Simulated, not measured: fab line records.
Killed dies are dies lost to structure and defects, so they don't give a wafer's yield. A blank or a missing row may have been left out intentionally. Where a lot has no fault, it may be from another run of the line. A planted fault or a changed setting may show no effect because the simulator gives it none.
Matching of chambers ; flow n5-finfet ; N5_BEOL_M11_CVD_75 on cvd-co-02: 3 sister chambers
The step deposits Co from CCTBA/H2, target thk 2 nm, time 138.9 s. 6 wafers are shown with their chamber, then 7 later ones without.

WAFERS, EACH WITH ITS CHAMBER
wafer;chamber;run-length-s (s)
L931.4;1;162.0
L931.6;0;161.7
L932.5;0;161.7
L934.1;2;161.5
L934.2;1;162.0
L934.5;2;161.0

WAFERS WITHOUT THEIR CHAMBER
wafer;run-length-s (s)
L937.4;161.7
L941.1;161.5
L947.2;162.3
L947.3;161.6
L947.4;162.1
L949.2;161.9
L949.3;161.6

THE CHAMBER EACH PASSED THROUGH
wafer;from the rows above;in truth
L937.4;can't be placed: 0 or 1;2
L941.1;can't be placed: 0 or 2 or 1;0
L947.2;can't be placed: 1 or 0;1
L947.3;can't be placed: 0 or 2 or 1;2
L947.4;can't be placed: 1 or 0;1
L949.2;can't be placed: 1 or 0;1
L949.3;can't be placed: 0 or 2 or 1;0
Correctly placed: 0 of 7. Can't be placed from these rows: 7 (the true chamber is among the candidates in 6). Placed wrongly: 0.
How it was worked out, from the rows above alone: a wafer's distance from a chamber is the root of the sum, over the readings, of the square of ((its reading less the chamber's mean) divided by the reading's scatter). The wafer belongs to the nearest chamber; if the next one is less than 2 further off, it can't be placed. Each chamber's mean is taken over the wafers shown for it. The scatter is the square root of a quotient: the sum, over the shown wafers, of each reading's squared deviation from its chamber's mean, divided by wafers minus chambers.
